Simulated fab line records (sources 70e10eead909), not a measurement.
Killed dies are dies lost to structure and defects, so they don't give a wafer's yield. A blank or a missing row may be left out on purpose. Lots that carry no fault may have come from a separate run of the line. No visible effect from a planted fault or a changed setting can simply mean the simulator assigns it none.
fab line records ; flow nandHarc
[record] lots = 6; wafers = 18; lastDay = 21
route steps=1159 shown P_M1@296
lots that met no fault: taken from a fault-free run of the same line
startH: hours from the record's first day to the start of the lot's first wafer shown ; waitH: hours elapsed since this lot's preceding step ; " as in the row above ; L1.1+2: a single row standing in for several wafers ; - value missing, or start not given ; * or withheld: withheld ; < > ~ a bound
route shown NAME@n: names a module that has steps shown in the file, with the first one's number in the route ; usual: mean/standard deviation of fault-free wafers ; same: alike in all rows ; chamber/n: place in a boat ; sites: readings site by site ; _std_site: standard deviation across them ; _edge_site: the outer-site mean with the inner-site mean subtracted ; radiusMm: how far each site lies from the wafer's centre ; mask NAME#n: copy n ; behind: the last tool/chamber to shape the wafer ; hold: the reason the lot was held/the length of the hold in hours/how it ended ; device: whichever transistor did not switch (one of n, p or np) ; end of line: at the end of the route, the tests of the same wafers ; where a step has no rows: the recipe by itself ; killed: count of dies lost to structure and defects at first sort (not the wafer's yield) ; map: dies across one wafer; x = killed, . = not, _ = none there
set.NAME: the setting that was run; set.NAME@STEP: the one run at that earlier step ; model.NAME: the simulator's own value behind a step, which no gauge read
lots seen at some steps along the route; tables by step, rows by wafer
services: when a tool's chamber went out of use (startH, in hours from the record's first day, below 0 if earlier), for how many hours, and the reason
[[steps]]
[step NHARC_P_M1_OVL_MEAS_10]
[recipe] pitchNm = 260
[usual] overlayXNm = 0.1/0.79; overlayYNm = -0.2/0.79
lot.wafer;tool;chamber;startH;waitH;overlayXNm;overlayYNm
L885.1;overlay-02;-;119.78;-;-0.2;-0.4
L885.2;overlay-02;-;119.78;-;0.1;0.1
L885.6;overlay-02;-;119.78;-;-0.1;-0.7
L889.1;overlay-02;-;152.08;-;0.3;-0.2
L889.3;overlay-02;-;152.08;-;0.4;-0.4
L889.4;overlay-02;-;152.08;-;0.4;-0.6
L890.1;overlay-01;-;152.67;-;-0.2;-1.3
L890.2;overlay-01;-;152.67;-;0.3;-1.5
L890.6;overlay-01;-;152.67;-;0.8;-1.4
L896.1;overlay-01;-;200.14;-;0.7;-1.4
L896.3;overlay-01;-;200.14;-;0.6;-1.2
L896.4;overlay-01;-;200.14;-;0.3;-1.5
L900.1;overlay-02;-;225.25;-;-0.4;-1.3
L900.3;overlay-02;-;225.25;-;-0.2;-1.5
L900.6;overlay-02;-;225.25;-;-0.8;-0.7
L901.1;overlay-01;-;226.16;-;-0.1;-0.5
L901.4;overlay-01;-;226.16;-;0.3;-0.3
L901.6;overlay-01;-;226.16;-;0.1;0.2
[step NHARC_P_M1_INSPECT_11]
[usual] rawDefectCount = 4/3.1
lot.wafer;tool;chamber;startH;waitH;rawDefectCount
L885.1;defectInspect-01;-;119.82;0.0;4
L885.2;defectInspect-01;-;119.82;0.0;1
L885.6;defectInspect-01;-;119.82;0.0;6
L889.1;defectInspect-02;-;152.12;0.0;2
L889.3;defectInspect-02;-;152.12;0.0;2
L889.4;defectInspect-02;-;152.12;0.0;1
L890.1;defectInspect-02;-;152.71;0.0;2
L890.2;defectInspect-02;-;152.71;0.0;2
L890.6;defectInspect-02;-;152.71;0.0;5
L896.1;defectInspect-02;-;200.17;0.0;1
L896.3;defectInspect-02;-;200.17;0.0;4
L896.4;defectInspect-02;-;200.17;0.0;4
L900.1;defectInspect-01;-;225.29;0.0;9
L900.3;defectInspect-01;-;225.29;0.0;2
L900.6;defectInspect-01;-;225.29;0.0;2
L901.1;defectInspect-02;-;226.19;0.0;0
L901.4;defectInspect-02;-;226.19;0.0;3
L901.6;defectInspect-02;-;226.19;0.0;3
[step NHARC_P_M1_DESCUM_14]
[recipe] timeS = 3; o2FlowSccm = 200; arFlowSccm = 0; biasPowerW = 0; chemistry = O2
[usual] drypumpMotorCurrentA = 5.44/0.25; oesProductAu = 0.998/0.0059; rfVppV = 57.7/0.9; showerheadPlenumPTorr = 1.89/0.073; throttleValvePct = 11.310/0.009
lot.wafer;tool;chamber;startH;waitH;drypumpMotorCurrentA;oesProductAu;rfHoursCounterH;rfVppV;showerheadPlenumPTorr;throttleValvePct
L885.1;rieDiel-13;1;119.88;0.1;5.41;1.004;0;58.1;1.93;11.320
L885.2;rieDiel-13;3;119.88;0.1;5.71;0.989;0;58.9;1.97;11.297
L885.6;rieDiel-13;1;119.88;0.1;5.40;0.999;-;57.7;1.93;11.312
L889.3;rieDiel-13;1;152.18;0.1;5.42;0.997;1;58.2;1.93;11.325
L889.4;rieDiel-13;2;152.18;0.1;5.17;0.990;1;56.8;1.81;11.297
L889.1;rieDiel-13;0;152.18;0.1;5.65;0.983;1;57.4;1.86;11.312
L890.2;rieDiel-13;1;152.78;0.1;5.43;1.006;1;57.9;1.93;11.300
L890.1;rieDiel-13;2;152.78;0.1;5.18;0.997;1;57.0;1.81;11.322
L890.6;rieDiel-13;1;152.78;0.1;5.40;1.000;-;59.0;1.93;11.299
L896.4;rieDiel-13;0;200.23;0.1;5.65;0.994;2;57.4;1.86;11.308
L896.1;rieDiel-13;2;200.23;0.1;5.19;1.004;2;57.2;1.81;11.319
L896.3;rieDiel-13;3;200.23;0.1;5.72;1.011;2;58.5;1.97;11.320
L900.3;rieDiel-03;2;225.35;0.1;5.36;0.998;0;57.2;1.78;11.314
L900.1;rieDiel-03;0;225.35;0.1;5.00;1.006;0;57.9;1.88;11.305
L900.6;rieDiel-03;3;225.35;0.1;5.39;0.996;-;56.8;1.98;11.304
L901.1;rieDiel-01;2;226.26;0.1;4.91;0.992;3;56.2;1.95;11.316
L901.4;rieDiel-01;0;226.26;0.1;5.60;0.995;5;58.0;1.95;11.313
L901.6;rieDiel-01;1;226.26;0.1;5.39;0.998;-;58.1;1.86;11.300
[step NHARC_P_M1_ETCH_35]
[recipe] targetDepthA = 400; overetchA = 120; timeS = 43.94; ionEnergyEv = 200; n2FlowSccm = 150; h2FlowSccm = 150; arFlowSccm = 0; rfW = 400; biasW = 150; chemistry = N2/H2
[usual] drypumpMotorCurrentA = 5.47/0.27; oesProductAu = 0.998/0.0076; rfVppV = 429.7/2.3; showerheadPlenumPTorr = 2.01/0.079; throttleValvePct = 14.172/0.009
lot.wafer;tool;chamber;startH;waitH;drypumpMotorCurrentA;oesProductAu;rfHoursCounterH;rfVppV;showerheadPlenumPTorr;throttleValvePct
L885.2;rieDiel-13;3;119.96;0.1;5.71;0.986;0;432.1;2.10;14.170
L885.1;rieDiel-13;2;119.96;0.1;5.16;0.994;0;426.3;1.93;14.166
L885.6;rieDiel-13;3;119.96;0.1;5.71;0.989;-;432.9;2.10;14.183
L889.3;rieDiel-13;1;152.26;0.1;5.44;0.999;1;432.0;2.06;14.188
L889.1;rieDiel-13;2;152.26;0.1;5.20;1.014;1;427.8;1.93;14.176
L889.4;rieDiel-13;0;152.26;0.1;5.66;0.996;1;429.3;1.98;14.171
L890.2;rieDiel-13;1;152.86;0.1;5.43;1.001;1;431.2;2.06;14.173
L890.1;rieDiel-13;2;152.86;0.1;5.19;0.999;1;428.4;1.93;14.184
L890.6;rieDiel-13;0;152.86;0.1;5.66;0.991;-;428.9;1.98;14.170
L896.3;rieDiel-13;1;200.32;0.1;5.42;1.004;2;430.7;2.06;14.170
L896.4;rieDiel-13;3;200.32;0.1;5.71;1.013;2;432.9;2.10;14.153
L896.1;rieDiel-13;0;200.32;0.1;5.64;0.989;2;429.2;1.98;14.155
L900.1;rieDiel-03;0;225.44;0.1;5.01;0.997;0;428.9;2.00;14.171
L900.3;rieDiel-03;2;225.44;0.1;5.39;0.993;0;426.3;1.90;14.169
L900.6;rieDiel-03;1;225.44;0.1;5.73;1.004;-;426.9;1.90;14.160
L901.4;rieDiel-01;3;226.34;0.1;5.94;1.010;6;430.4;2.08;14.157
L901.1;rieDiel-01;1;226.34;0.1;5.36;1.007;5;428.3;1.98;14.179
L901.6;rieDiel-01;0;226.34;0.1;5.59;0.998;-;430.5;2.08;14.161
[step NHARC_P_M1_ETCH_15]
[recipe] targetDepthA = 1825; timeS = 91.2; c4f8FlowSccm = withheld; arFlowSccm = 400; rfW = 600; biasW = 300; chemistry = C4F8/Ar
[usual] oesProductAu = 0.960/0.02; rfVppV = 439.8/2.4
lot.wafer;tool;chamber;startH;waitH;oesProductAu;rfHoursCounterH;rfVppV
L885.1;rieDiel-13;1;-;-;0.966;0;441.3
L885.2;rieDiel-13;0;-;-;0.977;0;439.3
L885.6;rieDiel-13;2;-;-;0.955;-;436.9
L889.3;rieDiel-13;0;-;-;0.978;1;439.0
L889.1;rieDiel-13;1;-;-;0.966;1;440.8
L889.4;rieDiel-13;3;-;-;0.977;1;442.3
L890.1;rieDiel-13;1;-;-;0.967;1;441.9
L890.2;rieDiel-13;2;-;-;0.981;1;436.9
L890.6;rieDiel-13;3;-;-;0.974;-;442.8
L896.4;rieDiel-13;1;-;-;0.960;2;441.8
L896.1;rieDiel-13;2;-;-;0.970;2;437.0
L896.3;rieDiel-13;3;-;-;0.972;2;443.2
L900.1;rieDiel-03;3;-;-;0.944;0;442.7
L900.3;rieDiel-03;0;-;-;0.984;0;440.3
L900.6;rieDiel-03;2;-;-;0.972;-;435.9
L901.1;rieDiel-01;2;-;-;0.949;3;442.1
L901.4;rieDiel-01;3;-;-;0.966;6;441.5
L901.6;rieDiel-01;3;-;-;0.963;-;441.9
[step NHARC_P_M1_CD_MEAS_16]
[usual] cdNm = 130.1/0.58
lot.wafer;tool;chamber;startH;waitH;cdNm
L885.1;cdSem-03;-;120.18;-;130.3
L885.2;cdSem-03;-;120.18;-;130.0
L885.6;cdSem-03;-;120.18;-;130.4
L889.1;cdSem-03;-;152.48;-;130.3
L889.3;cdSem-03;-;152.48;-;130.3
L889.4;cdSem-03;-;152.48;-;130.0
L890.1;cdSem-01;-;153.07;-;129.1
L890.2;cdSem-01;-;153.07;-;130.6
L890.6;cdSem-01;-;153.07;-;129.3
L896.1;cdSem-03;-;200.54;-;127.8
L896.3;cdSem-03;-;200.54;-;128.7
L896.4;cdSem-03;-;200.54;-;128.7
L900.1;cdSem-01;-;225.65;-;129.7
L900.3;cdSem-01;-;225.65;-;130.9
L900.6;cdSem-01;-;225.65;-;129.6
L901.1;cdSem-02;-;226.56;-;129.0
L901.4;cdSem-02;-;226.56;-;131.3
L901.6;cdSem-02;-;226.56;-;130.9
[step NHARC_P_M1_STRIP_18]
[recipe] powerW = 1000; n2FlowSccm = 150; h2FlowSccm = 150; arFlowSccm = 0; biasW = 0; chemistry = N2/H2
[step NHARC_P_M1_ETCH_28]
[recipe] targetDepthA = 300; overEtchFrac = 0.3; timeS = 72.99; ionEnergyEv = 150; cf4FlowSccm = 50; n2FlowSccm = 100; arFlowSccm = 150; rfW = 300; biasW = 100; chemistry = CF4/N2
[step NHARC_P_M1_STRIP_19]
[recipe] timeS = 600; tempC = 30; chemistry = postEtchResidueRemover
[step NHARC_P_M1_DEGAS_29]
[recipe] tempC = 250; timeS = 60
[usual] heaterPowerW = 342/31
lot.wafer;tool;chamber;startH;waitH;heaterPowerW
L885.1;pvdSputter-02;-;120.90;-;353
L885.2;pvdSputter-02;-;120.90;-;353
L885.6;pvdSputter-02;-;120.90;-;357
L889.1;pvdSputter-03;-;153.20;-;338
L889.3;pvdSputter-03;-;153.20;-;325
L889.4;pvdSputter-03;-;153.20;-;366
L890.2;pvdSputter-02;-;153.81;-;321
L890.1;pvdSputter-02;-;153.81;-;351
L890.6;pvdSputter-02;-;153.81;-;350
L896.4;pvdSputter-02;-;201.26;-;344
L896.3;pvdSputter-02;-;201.26;-;321
L896.1;pvdSputter-02;-;201.26;-;352
L900.1;pvdSputter-02;-;226.38;-;331
L900.3;pvdSputter-02;-;226.38;-;332
L900.6;pvdSputter-02;-;226.38;-;345
L901.4;pvdSputter-01;-;227.28;-;388
L901.1;pvdSputter-01;-;227.28;-;313
L901.6;pvdSputter-01;-;227.28;-;371
[step NHARC_P_M1_PRE_CLEAN_30]
[recipe] timeS = 30; tempC = 280; gas = H2/He
[usual] heaterPowerW = 416/38
lot.wafer;tool;chamber;startH;waitH;heaterPowerW
L885.2;pvdSputter-02;-;-;-;423
L885.1;pvdSputter-02;-;-;-;401
L885.6;pvdSputter-02;-;-;-;438
L889.4;pvdSputter-03;-;-;-;444
L889.1;pvdSputter-03;-;-;-;420
L889.3;pvdSputter-03;-;-;-;345
L890.2;pvdSputter-02;-;-;-;425
L890.1;pvdSputter-02;-;-;-;410
L890.6;pvdSputter-02;-;-;-;436
L896.3;pvdSputter-02;-;-;-;414
L896.1;pvdSputter-02;-;-;-;397
L896.4;pvdSputter-02;-;-;-;430
L900.3;pvdSputter-02;-;-;-;425
L900.1;pvdSputter-02;-;-;-;410
L900.6;pvdSputter-02;-;-;-;471
L901.1;pvdSputter-01;-;-;-;397
L901.4;pvdSputter-01;-;-;-;463
L901.6;pvdSputter-01;-;-;-;392
[step NHARC_P_M1_PVD_20]
[recipe] targetThkA = 50; biasV = 168.6; powerW = 15000; chamberPressurePa = 0.12; timeS = 8.06; substrateTempC = 50; material = TaN
[step NHARC_P_M1_PVD_21]
[recipe] targetThkA = 300; chamberPressurePa = 5; powerW = 5000; substrateTempC = 30; timeS = 20.49; material = Cu
[usual] cathodeDcPowerW = 5000.0/0.89; chamberPressurePa = 5.000/0.011; throttleValvePct = 29.5/0.81
lot.wafer;tool;chamber;startH;waitH;cathodeDcPowerW;chamberPressurePa;throttleValvePct
L885.1;pvdSputter-02;-;121.12;-;5000.1;4.984;29.4
L885.2;pvdSputter-02;-;121.12;-;5000.1;5.000;29.1
L885.6;pvdSputter-02;-;121.12;-;5000.0;5.008;30.0
L889.3;pvdSputter-03;-;153.43;-;5000.7;4.994;31.1
L889.1;pvdSputter-03;-;153.43;-;5000.5;5.009;29.7
L889.4;pvdSputter-03;-;153.43;-;4999.4;4.980;27.7
L890.2;pvdSputter-02;-;154.04;-;4999.2;4.998;29.4
L890.1;pvdSputter-02;-;154.04;-;5001.2;4.981;29.3
L890.6;pvdSputter-02;-;154.04;-;5000.5;4.999;29.4
L896.1;pvdSputter-02;-;201.48;-;5000.0;5.002;29.3
L896.4;pvdSputter-02;-;201.48;-;4999.2;5.002;29.1
L896.3;pvdSputter-02;-;201.48;-;5000.9;4.992;29.2
L900.3;pvdSputter-02;-;226.59;-;-;-;-
L900.1;pvdSputter-02;-;226.59;-;-;-;-
L900.6;pvdSputter-02;-;226.59;-;-;-;-
L901.4;pvdSputter-01;-;227.53;-;-;-;-
L901.1;pvdSputter-01;-;227.53;-;-;-;-
L901.6;pvdSputter-01;-;227.53;-;-;-;-
[step NHARC_P_M1_ECD_22]
[recipe] targetThkA = 4000; bathTempC = 25; material = Cu
[[services]]
tool;chamber;startH;hours;kind
rieDiel-13;-;99.00;9.0;pm
rieDiel-13;0;99.00;9.0;ventCycle
rieDiel-13;1;99.00;9.0;ventCycle
rieDiel-13;2;99.00;9.0;ventCycle
rieDiel-13;3;99.00;9.0;ventCycle
pvdSputter-03;-;102.00;10.0;pm
rieDiel-01;2;106.34;5.2;repair
rieDiel-13;0;108.00;-;clean
rieDiel-13;1;108.00;-;clean
rieDiel-13;2;108.00;-;clean
rieDiel-03;3;115.54;4.8;repair
rieDiel-01;1;118.32;1.4;repair
rieDiel-13;3;122.42;1.4;repair
rieDiel-01;-;137.80;9.0;pm
rieDiel-03;1;140.10;7.0;repair
rieDiel-03;3;148.56;18.2;repair
rieDiel-03;0;162.40;16.2;repair
rieDiel-01;2;169.09;25.7;repair
rieDiel-13;-;170.27;0.5;repair
rieDiel-01;-;179.47;0.5;repair
pvdSputter-01;-;198.96;10.0;pm
pvdSputter-02;-;214.00;10.0;pm
rieDiel-03;-;215.30;9.0;pm
rieDiel-13;0;227.48;4.7;repair
[[key]]
[firstSign] step = NHARC_P_M1_PVD_21; reading = toolRecord; direction = missing
effect none on later readings
metAt NHARC_P_M1_PVD_21
struckWafers L900.1,L900.3,L900.6,L901.1,L901.4,L901.6
laterRowsLeftOut L900.1,L900.3,L900.6,L901.1,L901.4,L901.6
sortLeftOut L900.1,L900.3,L900.6,L901.1,L901.4,L901.6
onsetBetween 201.48 226.59
[fault] kind = skippedStepWhole; tool = pvdSputter-01,pvdSputter-02; chamber = -; onsetH = 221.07; steps = NHARC_P_M1_PVD_21; scope = struckLotsOnly
// sortLeftOut: the simulated sort isn't trusted on such a fault, so these wafers' sort isn't shown, and their yield isn't known
// laterRowsLeftOut: the simulator's readings of these wafers behind a module that went badly wrong aren't trusted and aren't shown, but for the sort
